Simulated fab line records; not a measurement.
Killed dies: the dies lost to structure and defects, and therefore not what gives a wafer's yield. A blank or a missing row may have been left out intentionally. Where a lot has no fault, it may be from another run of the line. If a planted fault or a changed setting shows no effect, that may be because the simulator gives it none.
fab line records	flow nand_harc	part 1 of 2: steps 1 to 16 of 23
[record] lots = 5	wafers = 15	last_day = 33
route steps=1302 shown A_CHANNEL_HOLE_D2@581
lots that met no fault: from a run of the same line without faults
start_h: hours from the record's first day to the start of the lot's first wafer shown	wait_h: hours elapsed since this lot's preceding step	" the same as in the row above	L1.1+2: a row that stands for several wafers	- no value, or no start given	* or withheld: withheld	< > ~ a bound
route shown NAME@n: names a module that has steps shown in the file, with the first one's number in the route	usual: mean/standard deviation taken from wafers without a fault	same: alike in all rows	chamber/n: place in a boat	sites: the reading at each site	_std_site: standard deviation across them	_edge_site: outer sites' mean less inner sites'	radius_mm: how far each site lies from the wafer's centre	mask NAME#n: copy n	behind: the most recent tool/chamber to have shaped the wafer	hold: why the lot was held/for how many hours/how that ended	device: the n, p or np transistor that did not switch	end of line: the route-end tests of the same wafers	where a step has no rows: the recipe by itself	killed: the dies lost at the first sort to structure and to defects; this is not the yield of the wafer	map: dies across one wafer; x = killed, . = not, _ = none there
set.NAME: the setting that was run; set.NAME@STEP: the one run at that earlier step	model.NAME: the simulator's own value behind a step, which no gauge read
certain route steps with their lots: each step a table, each wafer a row
services: the hour from which a tool's chamber was out of use, counted from the record's first day as start_h (under 0 if before that day), plus the number of hours and why
[[steps]]
[step NHARC_A_CHANNEL_HOLE_D2_DEVELOP_09]
[recipe] develop_time_s = 35	dev_temp_c = 23
lot.wafer	tool	chamber	start_h	wait_h
L080.2+3+6	litho_track-06	0	-	-
L077.3+4+5	litho_track-01	0	-	-
L082.2+3+6	litho_track-01	0	-	-
L095.2+4+6	litho_track-06	0	-	-
L097.2+5+6	litho_track-01	0	-	-
[step NHARC_A_CHANNEL_HOLE_D2_CD_MEAS_10]
[recipe] target_cd_nm = 100	landing_energy_ev = 500
[usual] cd_nm = 99.9/0.7
lot.wafer	tool	chamber	start_h	wait_h	cd_nm
L080.2	cd_sem-02	0	344.49	-	100.1
L080.3	"	0	"	"	100.8
L080.6	"	0	"	"	100.4
L077.3	cd_sem-02	0	346.26	-	100.0
L077.4	"	0	"	"	99.8
L077.5	"	0	"	"	100.8
L082.2	cd_sem-02	0	370.57	-	100.5
L082.3	"	0	"	"	99.8
L082.6	"	0	"	"	99.8
L095.2	cd_sem-01	0	502.33	-	100.9
L095.4	"	0	"	"	99.7
L095.6	"	0	"	"	99.9
L097.2	cd_sem-03	0	530.85	-	100.7
L097.5	"	0	"	"	100.3
L097.6	"	0	"	"	100.0
[step NHARC_A_CHANNEL_HOLE_D2_OVL_MEAS_11]
[usual] overlay_x_nm = -0.1/0.82	overlay_y_nm = 0.0/0.95
lot.wafer	tool	chamber	start_h	wait_h	overlay_x_nm	overlay_y_nm
L080.2	overlay-01	-	344.58	-	-0.3	0.9
L080.3	"	-	"	"	-0.9	-0.2
L080.6	"	-	"	"	0.2	0.0
L077.3	overlay-02	-	346.35	-	1.0	-1.5
L077.4	"	-	"	"	1.2	-1.5
L077.5	"	-	"	"	1.0	-1.4
L082.2	overlay-01	-	370.66	-	-0.6	2.0
L082.3	"	-	"	"	0.0	1.5
L082.6	"	-	"	"	-0.4	1.2
L095.2	overlay-02	-	502.41	-	2.1	0.5
L095.4	"	-	"	"	1.6	0.7
L095.6	"	-	"	"	1.6	0.4
L097.2	overlay-01	-	530.94	-	-0.1	0.3
L097.5	"	-	"	"	-0.2	0.2
L097.6	"	-	"	"	0.2	0.9
[step NHARC_A_CHANNEL_HOLE_D2_INSPECT_12]
[usual] raw_defect_count = 37/23
lot.wafer	tool	chamber	start_h	wait_h	raw_defect_count
L080.2	defect_inspect-02	-	344.62	0.0	10
L080.3	"	-	"	"	8
L080.6	"	-	"	"	5
L077.3	defect_inspect-02	-	346.38	0.0	8
L077.4	"	-	"	"	5
L077.5	"	-	"	"	5
L082.2	defect_inspect-01	-	370.69	0.0	69
L082.3	"	-	"	"	63
L082.6	"	-	"	"	53
L095.2	defect_inspect-02	-	502.45	0.0	20
L095.4	"	-	"	"	24
L095.6	"	-	"	"	27
L097.2	defect_inspect-02	-	530.98	0.0	1
L097.5	"	-	"	"	2
L097.6	"	-	"	"	3
[step NHARC_A_CHANNEL_HOLE_D2_DESCUM_15]
[recipe] time_s = 3	o2_flow_sccm = 200	ar_flow_sccm = 0	bias_power_w = 0	chemistry = O2
[usual] drypump_motor_current_A = 5.7/0.44	oes_product_au = 1.005/0.013	rf_vpp_V = 58.0/0.85	showerhead_plenum_p_Torr = 1.97/0.086	throttle_valve_pct = 11.311/0.0086
lot.wafer	tool	chamber	start_h	wait_h	drypump_motor_current_A	oes_product_au	rf_hours_counter_h	rf_vpp_V	showerhead_plenum_p_Torr	throttle_valve_pct
L080.3	rie_diel-04	0	344.69	0.1	5.4	1.022	11.7	58.7	2.06	11.321
L080.2	"	1	"	"	4.7	0.985	10.4	57.7	2.05	11.305
L080.6	"	3	"	"	6.3	0.997	-	59.2	2.03	11.326
L077.3	rie_diel-04	0	346.44	0.1	5.4	1.010	12.3	58.1	2.06	11.320
L077.4	"	1	"	"	4.7	0.988	11.0	57.6	2.05	11.321
L077.5	"	0	"	"	5.4	1.005	-	57.9	2.06	11.332
L082.3	rie_diel-05	3	370.77	0.1	5.8	1.027	6.8	58.4	1.89	11.322
L082.2	"	0	"	"	6.0	1.005	6.3	57.8	1.80	11.298
L082.6	"	2	"	"	5.8	1.008	-	57.4	1.98	11.327
L095.4	rie_diel-05	3	502.53	0.1	5.8	0.997	3.2	55.8	1.89	11.318
L095.2	"	0	"	"	6.0	0.997	3.7	56.7	1.79	11.311
L095.6	"	1	"	"	6.0	1.004	-	56.3	1.93	11.315
L097.2	rie_diel-03	1	531.04	0.1	6.2	0.999	4.3	57.3	1.81	11.311
L097.6	"	0	"	"	5.2	0.995	-	59.1	2.02	11.309
L097.5	"	1	"	"	6.2	1.004	-	58.3	1.81	11.309
[step NHARC_A_CHANNEL_HOLE_D2_ETCH_38]
[recipe] target_depth_a = 390	over_etch_frac = 0.3	time_s = 65	ion_energy_ev = 80	cf4_flow_sccm = 150	ar_flow_sccm = 0	rf_w = 300	bias_w = 100	chemistry = CF4
[usual] drypump_motor_current_A = 5.7/0.45	oes_product_au = 1.006/0.013	rf_vpp_V = 151.9/1.3	showerhead_plenum_p_Torr = 1.82/0.077	throttle_valve_pct = 13.283/0.009
lot.wafer	tool	chamber	start_h	wait_h	drypump_motor_current_A	oes_product_au	rf_hours_counter_h	rf_vpp_V	showerhead_plenum_p_Torr	throttle_valve_pct
L080.3	rie_diel-04	0	344.76	0.1	5.4	1.020	11.7	154.2	1.89	13.282
L080.2	"	1	"	"	4.7	0.990	10.4	151.8	1.88	13.281
L080.6	"	0	"	"	5.3	1.012	-	153.0	1.89	13.275
L077.3	rie_diel-04	3	346.53	0.1	6.3	1.008	11.5	153.2	1.87	13.282
L077.4	"	2	"	"	5.9	0.995	10.2	153.3	1.86	13.285
L077.5	"	3	"	"	6.3	0.999	-	152.1	1.87	13.271
L082.3	rie_diel-05	3	370.84	0.1	5.8	1.034	6.8	150.8	1.75	13.301
L082.2	"	2	"	"	5.8	1.012	7.0	151.6	1.82	13.278
L082.6	"	3	"	"	5.8	1.026	-	151.9	1.75	13.282
L095.4	rie_diel-05	1	502.61	0.1	6.0	1.010	3.3	152.0	1.78	13.280
L095.2	"	2	"	"	5.8	1.027	2.8	152.2	1.82	13.292
L095.6	"	0	"	"	6.0	0.985	-	151.4	1.67	13.298
L097.2	rie_diel-03	3	531.13	0.1	5.6	1.002	3.9	150.6	1.88	13.292
L097.5	"	2	"	"	5.5	1.005	-	151.3	1.83	13.293
L097.6	"	3	"	"	5.6	0.988	-	153.8	1.88	13.286
[step NHARC_A_CHANNEL_HOLE_D2_ETCH_39]
[recipe] target_depth_a = 2600	over_etch_frac = 0.3	time_s = 325	ion_energy_ev = 200	n2_flow_sccm = 150	h2_flow_sccm = 150	ar_flow_sccm = 0	rf_w = 400	bias_w = 150	chemistry = N2/H2
[usual] drypump_motor_current_A = 5.7/0.45	oes_product_au = 1.005/0.013	rf_vpp_V = 432.3/2.6	showerhead_plenum_p_Torr = 2.11/0.091	throttle_valve_pct = 14.171/0.0092
lot.wafer	tool	chamber	start_h	wait_h	drypump_motor_current_A	oes_product_au	rf_hours_counter_h	rf_vpp_V	showerhead_plenum_p_Torr	throttle_valve_pct
L080.2	rie_diel-04	3	-	-	6.3	0.989	11.1	433.5	2.17	14.180
L080.3	"	1	"	"	4.7	0.994	10.5	434.2	2.19	14.196
L080.6	"	3	"	"	6.3	0.994	-	433.7	2.17	14.164
L077.4	rie_diel-04	1	-	-	4.7	0.984	11.1	433.1	2.19	14.178
L077.3	"	2	"	"	5.8	0.999	10.3	433.0	2.16	14.164
L077.5	"	0	"	"	5.4	1.014	-	433.7	2.20	14.176
L082.3	rie_diel-05	3	-	-	5.8	1.036	6.9	429.7	2.01	14.182
L082.2	"	0	"	"	6.0	0.989	6.4	425.4	1.91	14.158
L082.6	"	2	"	"	5.8	1.010	-	432.0	2.11	14.168
L095.4	rie_diel-05	1	-	-	6.0	1.019	3.4	430.7	2.06	14.155
L095.2	"	0	"	"	6.0	0.996	3.8	427.1	1.91	14.163
L095.6	"	1	"	"	6.0	0.997	-	432.2	2.06	14.168
L097.2	rie_diel-03	1	-	-	6.2	1.005	4.4	425.2	1.92	14.166
L097.5	"	2	"	"	5.5	1.013	-	432.9	2.12	14.181
L097.6	"	3	"	"	5.7	0.994	-	433.9	2.18	14.163
[step NHARC_A_CHANNEL_HOLE_D2_ETCH_34]
[recipe] target_depth_a = 1540	time_s = 77	cf4_flow_sccm = 100	chf3_flow_sccm = 30	ar_flow_sccm = 0	rf_w = 500	bias_w = 200	chemistry = CF4/CHF3
[usual] chf3_flow_sccm = 29.99/0.087	drypump_motor_current_A = 5.7/0.44	oes_product_au = 0.968/0.02	rf_vpp_V = 372.1/2.4	showerhead_plenum_p_Torr = 1.62/0.067	throttle_valve_pct = 16.802/0.0088
lot.wafer	tool	chamber	start_h	wait_h	chf3_flow_sccm	drypump_motor_current_A	oes_product_au	rf_hours_counter_h	rf_vpp_V	showerhead_plenum_p_Torr	throttle_valve_pct
L080.2	rie_diel-04	3	-	-	29.97	6.3	0.961	11.2	374.5	1.67	16.807
L080.3	"	1	"	"	30.12	4.7	0.953	10.5	373.8	1.68	16.821
L080.6	"	3	"	"	30.13	6.3	0.962	-	372.7	1.67	16.804
L077.4	rie_diel-04	2	-	-	29.85	5.8	0.987	10.3	373.9	1.66	16.805
L077.3	"	3	"	"	30.03	6.3	0.983	11.6	372.6	1.66	16.800
L077.5	"	3	"	"	30.04	6.3	0.968	-	372.7	1.66	16.803
L082.2	rie_diel-05	1	-	-	29.99	6.0	0.956	6.6	372.4	1.59	16.794
L082.3	"	0	"	"	30.10	6.0	0.960	6.5	367.0	1.48	16.803
L082.6	"	2	"	"	30.13	5.8	0.972	-	371.7	1.62	16.808
L095.4	rie_diel-05	0	-	-	29.94	6.0	0.965	3.8	367.0	1.48	16.804
L095.2	"	2	"	"	30.03	5.8	0.982	3.0	370.4	1.62	16.812
L095.6	"	0	"	"	30.06	6.0	0.965	-	368.7	1.48	16.791
L097.2	rie_diel-03	1	-	-	30.00	6.2	0.954	4.4	367.8	1.49	16.810
L097.5	"	1	"	"	29.85	6.2	0.964	-	367.8	1.49	16.796
L097.6	"	2	"	"	30.20	5.5	0.986	-	371.6	1.63	16.798
[step NHARC_A_CHANNEL_HOLE_D2_ETCH_16]
[recipe] target_depth_a = 31000	over_etch_frac = 0.3	time_s = 806	ion_energy_ev = 150	o2_flow_sccm = 400	cos_flow_sccm = 20	ar_flow_sccm = 0	rf_w = 500	bias_w = 300	chemistry = O2/COS
[usual] cos_flow_sccm = 20.01/0.055	drypump_motor_current_A = 5.7/0.45	oes_product_au = 1.005/0.013	rf_vpp_V = 315.6/2	showerhead_plenum_p_Torr = 3.22/0.13	throttle_valve_pct = 28.330/0.0089
lot.wafer	tool	chamber	start_h	wait_h	cos_flow_sccm	drypump_motor_current_A	oes_product_au	rf_hours_counter_h	rf_vpp_V	showerhead_plenum_p_Torr	throttle_valve_pct
L080.2	rie_diel-04	0	-	-	20.01	5.4	1.016	11.9	315.9	3.34	28.324
L080.3	"	3	"	"	19.95	6.3	1.003	11.4	317.2	3.30	28.339
L080.6	"	0	"	"	20.04	5.4	1.018	-	315.8	3.34	28.326
L077.4	rie_diel-04	1	-	-	20.06	4.7	0.992	11.3	318.7	3.33	28.329
L077.3	"	2	"	"	19.99	5.8	1.008	10.5	316.5	3.29	28.325
L077.5	"	0	"	"	20.02	5.4	1.021	-	318.3	3.34	28.330
L082.3	rie_diel-05	2	-	-	19.97	5.8	1.021	7.3	315.8	3.22	28.318
L082.2	"	3	"	"	19.99	5.8	1.025	7.2	314.2	3.08	28.340
L082.6	"	1	"	"	20.07	6.0	1.008	-	314.5	3.15	28.343
L095.2	rie_diel-05	3	-	-	19.97	5.8	1.008	3.5	314.2	3.08	28.343
L095.4	"	1	"	"	19.92	6.0	1.004	3.7	314.5	3.15	28.327
L095.6	"	2	"	"	19.99	5.8	1.018	-	314.8	3.22	28.324
L097.2	rie_diel-03	0	-	-	20.00	5.2	0.993	4.5	316.1	3.28	28.314
L097.6	"	2	"	"	19.98	5.5	1.001	-	316.0	3.23	28.327
L097.5	"	3	"	"	20.03	5.7	0.994	-	317.2	3.32	28.334
[step NHARC_A_CHANNEL_HOLE_D2_CD_MEAS_18]
[usual] cd_nm = 99/3
lot.wafer	tool	chamber	start_h	wait_h	cd_nm
L080.2	cd_sem-02	-	345.79	-	102
L080.3	"	-	"	"	103
L080.6	"	-	"	"	101
L077.3	cd_sem-02	-	347.56	-	105
L077.4	"	-	"	"	98
L077.5	"	-	"	"	104
L082.2	cd_sem-03	-	371.86	-	103
L082.3	"	-	"	"	102
L082.6	"	-	"	"	96
L095.2	cd_sem-03	-	503.61	-	105
L095.4	"	-	"	"	93
L095.6	"	-	"	"	92
L097.2	cd_sem-03	-	532.15	-	101
L097.5	"	-	"	"	97
L097.6	"	-	"	"	96
[step NHARC_A_CHANNEL_HOLE_D2_ETCH_19]
[recipe] bias_v = 1200	source_w = 2500	pressure_mtorr = 15	time_s = 34.5	ar_flow_sccm = 375	c4f8_flow_sccm = 28.8	o2_flow_sccm = 96.2	temp_c = -20	target_depth_a = *	chemistry = C4F8/O2/Ar
[usual] drypump_motor_current_A = 5.27/0.2	showerhead_plenum_p_Torr = 3.73/0.16	throttle_valve_pct = 37.037/0.0089
lot.wafer	tool	chamber	start_h	wait_h	drypump_motor_current_A	rf_hours_counter_h	showerhead_plenum_p_Torr	throttle_valve_pct
L080.2	har_etch-01	0	345.86	0.1	5.44	175	3.63	37.029
L080.3	"	0	"	"	5.47	-	3.63	37.045
L080.6	"	1	"	"	4.96	-	3.73	37.030
L077.3	har_etch-02	1	347.66	0.1	5.26	-	3.56	37.031
L077.4	"	0	"	"	5.43	-	3.63	37.047
L077.5	"	1	"	"	5.27	-	3.56	37.026
L082.2	har_etch-02	0	373.23	1.4	5.47	409	3.62	37.030
L082.3	"	1	"	"	5.27	-	3.55	37.037
L082.6	"	1	"	"	5.27	-	3.55	37.025
L095.2	har_etch-02	1	504.42	0.8	5.30	61	3.95	37.024
L095.4	"	0	"	"	5.45	-	3.95	37.042
L095.6	"	1	"	"	5.28	-	3.95	37.043
L097.2	har_etch-02	1	532.24	0.1	5.25	80	3.94	37.031
L097.5	"	0	"	"	5.47	-	3.94	37.043
L097.6	"	1	"	"	5.25	-	3.94	37.024
[step NHARC_A_CHANNEL_HOLE_D2_ETCH_20]
[recipe] bias_v = 3000	source_w = withheld	pressure_mtorr = 20	time_s = 361.9	ar_flow_sccm = 375	c4f8_flow_sccm = 89.3	o2_flow_sccm = 35.7	temp_c = -20	target_depth_a = 16000	chemistry = C4F8/O2/Ar
[usual] drypump_motor_current_A = 5.27/0.2	showerhead_plenum_p_Torr = 3.69/0.15	throttle_valve_pct = 32.154/0.0092
lot.wafer	tool	chamber	start_h	wait_h	drypump_motor_current_A	rf_hours_counter_h	showerhead_plenum_p_Torr	throttle_valve_pct
L080.2	har_etch-01	0	345.97	0.1	5.42	175	3.59	32.144
L080.3	"	0	"	"	5.43	-	3.59	32.151
L080.6	"	1	"	"	4.92	-	3.68	32.167
L077.3	har_etch-02	1	347.84	0.2	5.27	-	3.52	32.162
L077.4	"	0	"	"	5.46	-	3.59	32.136
L077.5	"	1	"	"	5.28	-	3.52	32.166
L082.2	har_etch-02	0	373.38	0.1	5.46	409	3.58	32.148
L082.3	"	1	"	"	5.22	-	3.51	32.144
L082.6	"	1	"	"	5.27	-	3.51	32.145
L095.2	har_etch-02	1	504.56	0.1	5.23	61	3.90	32.155
L095.4	"	0	"	"	5.45	-	3.90	32.154
L095.6	"	1	"	"	5.28	-	3.90	32.167
L097.2	har_etch-02	1	532.39	0.1	5.30	80	3.89	32.159
L097.5	"	0	"	"	5.46	-	3.89	32.142
L097.6	"	1	"	"	5.28	-	3.89	32.156
[step NHARC_A_CHANNEL_HOLE_D2_ETCH_21]
[recipe] bias_v = 3000	source_w = withheld	pressure_mtorr = 20	time_s = 514.3	ar_flow_sccm = 375	c4f8_flow_sccm = 89.3	o2_flow_sccm = 35.7	temp_c = -20	target_depth_a = 16000	chemistry = C4F8/O2/Ar
[usual] drypump_motor_current_A = 5.27/0.2	showerhead_plenum_p_Torr = 3.69/0.15	throttle_valve_pct = 32.156/0.0079
lot.wafer	tool	chamber	start_h	wait_h	drypump_motor_current_A	rf_hours_counter_h	showerhead_plenum_p_Torr	throttle_valve_pct
L080.2	har_etch-01	0	346.28	0.3	5.43	175	3.59	32.140
L080.3	"	0	"	"	5.42	-	3.59	32.153
L080.6	"	1	"	"	4.92	-	3.68	32.155
L077.3	har_etch-02	1	348.20	0.3	5.23	-	3.52	32.157
L077.4	"	0	"	"	5.47	-	3.59	32.156
L077.5	"	1	"	"	5.26	-	3.52	32.153
L082.2	har_etch-02	0	373.71	0.3	5.46	409	3.58	32.169
L082.3	"	1	"	"	5.32	-	3.51	32.149
L082.6	"	1	"	"	5.31	-	3.51	32.169
L095.2	har_etch-02	1	504.90	0.3	5.32	61	3.90	32.144
L095.4	"	0	"	"	5.45	-	3.90	32.158
L095.6	"	1	"	"	5.29	-	3.90	32.158
L097.2	har_etch-02	1	532.73	0.3	5.29	80	3.89	32.155
L097.5	"	0	"	"	5.44	-	3.89	32.151
L097.6	"	1	"	"	5.32	-	3.89	32.170
[step NHARC_A_CHANNEL_HOLE_D2_ETCH_22]
[recipe] bias_v = 3000	source_w = withheld	pressure_mtorr = 20	time_s = 666.7	ar_flow_sccm = 375	c4f8_flow_sccm = 89.3	o2_flow_sccm = 35.7	temp_c = -20	target_depth_a = 16000	chemistry = C4F8/O2/Ar
[usual] drypump_motor_current_A = 5.27/0.2	showerhead_plenum_p_Torr = 3.69/0.15	throttle_valve_pct = 32.155/0.0087
lot.wafer	tool	chamber	start_h	wait_h	drypump_motor_current_A	rf_hours_counter_h	showerhead_plenum_p_Torr	throttle_valve_pct
L080.2	har_etch-01	0	346.73	0.4	5.40	176	3.59	32.154
L080.3	"	0	"	"	5.43	-	3.59	32.158
L080.6	"	1	"	"	4.94	-	3.68	32.165
L077.3	har_etch-02	1	348.68	0.4	5.30	-	3.52	32.154
L077.4	"	0	"	"	5.46	-	3.59	32.158
L077.5	"	1	"	"	5.24	-	3.52	32.152
L082.2	har_etch-02	0	374.17	0.4	5.44	410	3.58	32.153
L082.3	"	1	"	"	5.28	-	3.51	32.153
L082.6	"	1	"	"	5.27	-	3.51	32.149
L095.2	har_etch-02	1	505.37	0.4	5.26	62	3.90	32.155
L095.4	"	0	"	"	5.44	-	3.90	32.151
L095.6	"	1	"	"	5.26	-	3.90	32.142
L097.2	har_etch-02	1	533.19	0.4	5.26	81	3.89	32.157
L097.5	"	0	"	"	5.47	-	3.89	32.154
L097.6	"	1	"	"	5.27	-	3.89	32.154
[step NHARC_A_CHANNEL_HOLE_D2_ETCH_23]
[recipe] bias_v = 5000	source_w = withheld	pressure_mtorr = 20	time_s = 819	ar_flow_sccm = 375	c4f8_flow_sccm = 89.3	o2_flow_sccm = 35.7	temp_c = -20	target_depth_a = 16000	chemistry = C4F8/O2/Ar
[usual] drypump_motor_current_A = 5.27/0.2	showerhead_plenum_p_Torr = 3.69/0.15	throttle_valve_pct = 32.156/0.0093
lot.wafer	tool	chamber	start_h	wait_h	drypump_motor_current_A	rf_hours_counter_h	showerhead_plenum_p_Torr	throttle_valve_pct
L080.2	har_etch-01	0	347.30	0.5	5.41	176	3.59	32.145
L080.3	"	0	"	"	5.43	-	3.59	32.152
L080.6	"	1	"	"	4.93	-	3.68	32.158
L077.3	har_etch-02	1	349.29	0.5	5.28	-	3.52	32.152
L077.4	"	0	"	"	5.46	-	3.59	32.146
L077.5	"	1	"	"	5.25	-	3.52	32.146
L082.2	har_etch-02	0	374.75	0.5	5.46	410	3.58	32.148
L082.3	"	1	"	"	5.28	-	3.51	32.158
L082.6	"	1	"	"	5.26	-	3.51	32.148
L095.2	har_etch-02	1	505.96	0.5	5.26	62	3.90	32.150
L095.4	"	0	"	"	5.47	-	3.90	32.150
L095.6	"	1	"	"	5.24	-	3.90	32.163
L097.2	har_etch-02	1	533.78	0.5	5.27	81	3.89	32.164
L097.5	"	0	"	"	5.47	-	3.89	32.168
L097.6	"	1	"	"	5.28	-	3.89	32.154
[step NHARC_A_CHANNEL_HOLE_D2_ETCH_24]
[recipe] bias_v = 5000	source_w = withheld	pressure_mtorr = 20	time_s = 906.2	ar_flow_sccm = 375	c4f8_flow_sccm = 93.8	o2_flow_sccm = 31.2	temp_c = -20	target_depth_a = 15000	chemistry = C4F8/O2/Ar
[usual] drypump_motor_current_A = 5.27/0.2	showerhead_plenum_p_Torr = 3.68/0.15	throttle_valve_pct = 32.235/0.0094
lot.wafer	tool	chamber	start_h	wait_h	drypump_motor_current_A	rf_hours_counter_h	showerhead_plenum_p_Torr	throttle_valve_pct
L080.2	har_etch-01	0	347.99	0.6	5.44	177	3.58	32.218
L080.3	"	0	"	"	5.43	-	3.58	32.227
L080.6	"	1	"	"	4.92	-	3.68	32.233
L077.3	har_etch-02	1	350.00	0.6	5.26	-	3.52	32.244
L077.4	"	0	"	"	5.44	-	3.59	32.223
L077.5	"	1	"	"	5.29	-	3.52	32.241
L082.2	har_etch-02	0	375.45	0.6	5.47	411	3.58	32.244
L082.3	"	1	"	"	5.28	-	3.51	32.233
L082.6	"	1	"	"	5.29	-	3.51	32.227
L095.2	har_etch-02	1	506.67	0.6	5.28	63	3.89	32.234
L095.4	"	0	"	"	5.46	-	3.89	32.237
L095.6	"	1	"	"	5.27	-	3.89	32.231
L097.2	har_etch-02	1	534.48	0.6	5.27	82	3.88	32.225
L097.5	"	0	"	"	5.45	-	3.88	32.235
L097.6	"	1	"	"	5.26	-	3.88	32.229
